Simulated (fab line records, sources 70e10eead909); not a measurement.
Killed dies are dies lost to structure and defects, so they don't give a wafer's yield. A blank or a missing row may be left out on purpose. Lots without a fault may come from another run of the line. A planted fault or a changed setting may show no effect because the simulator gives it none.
Chamber matching | flow nand_harc | NHARC_A_CONTACT_DESCUM_47 on rie_diel-01: 4 sister chambers
The step chemistry O2, time 3 s. 18 wafers are shown with their chamber, then 9 later ones without.

WAFERS WITH THEIR CHAMBER
wafer  | chamber | showerhead_plenum_p_Torr (Torr) | drypump_motor_current_A (A) | rf_vpp_V (V)
L074.1 | 0       | 2.00                            | 4.8                         | 58.2
L074.3 | 3       | 1.79                            | 5.8                         | 57.5
L074.4 | 2       | 1.80                            | 5.3                         | 58.8
L080.3 | 1       | 1.84                            | 5.1                         | 56.6
L080.4 | 0       | 2.00                            | 4.8                         | 58.0
L080.6 | 1       | 1.84                            | 5.1                         | 57.6
L084.2 | 0       | 2.00                            | 4.9                         | 58.7
L084.3 | 1       | 1.84                            | 5.1                         | 56.8
L084.4 | 2       | 1.80                            | 5.4                         | 57.5
L087.2 | 0       | 2.00                            | 4.9                         | 58.8
L087.4 | 2       | 1.80                            | 5.4                         | 58.4
L087.5 | 1       | 1.83                            | 5.1                         | 57.2
L089.1 | 3       | 1.79                            | 5.9                         | 56.5
L089.5 | 0       | 1.99                            | 4.9                         | 58.6
L089.6 | 3       | 1.79                            | 5.8                         | 57.8
L091.2 | 1       | 1.83                            | 5.0                         | 56.1
L091.5 | 2       | 1.80                            | 5.3                         | 56.8
L091.6 | 3       | 1.79                            | 5.8                         | 56.9

SIGNATURES (means of the wafers above)
reading                  | chamber 0 | chamber 1 | chamber 2 | chamber 3 | scatter within a chamber
showerhead_plenum_p_Torr | 1.9980    | 1.8360    | 1.8000    | 1.7900    | 0.00378
drypump_motor_current_A  | 4.860     | 5.080     | 5.350     | 5.825     | 0.0518
rf_vpp_V                 | 58.460    | 56.860    | 57.875    | 57.175    | 0.612
Rule: a wafer's distance from a chamber is the root of the sum, over the readings, of the square of ((its reading less the chamber's mean) divided by the reading's scatter). The wafer belongs to the nearest chamber; if the next one is less than 2 further off, it can't be placed. The scatter: the root of (the sum of the squares of (reading less its chamber's mean) over the shown wafers, divided by (wafers less chambers)).

WAFERS WITHOUT THEIR CHAMBER
wafer  | showerhead_plenum_p_Torr (Torr) | drypump_motor_current_A (A) | rf_vpp_V (V)
L090.3 | 1.99                            | 4.9                         | 57.6
L090.4 | 1.79                            | 5.9                         | 56.4
L090.5 | 1.83                            | 5.1                         | 56.2
L092.1 | 1.83                            | 5.1                         | 57.2
L092.5 | 1.79                            | 5.9                         | 55.4
L092.6 | 1.99                            | 4.9                         | 57.9
L094.1 | 1.79                            | 5.3                         | 57.2
L094.4 | 1.83                            | 5.1                         | 56.7
L094.6 | 1.78                            | 5.9                         | 56.9

WHICH CHAMBER EACH WENT THROUGH
wafer  | from the rows above | in truth
L090.3 | 0                   | 0
L090.4 | 3                   | 3
L090.5 | 1                   | 1
L092.1 | 1                   | 1
L092.5 | 3                   | 3
L092.6 | 0                   | 0
L094.1 | 2                   | 2
L094.4 | 1                   | 1
L094.6 | 3                   | 3
Placed correctly: 9 of 9. Can't be placed from these rows: 0. Placed wrongly: 0.
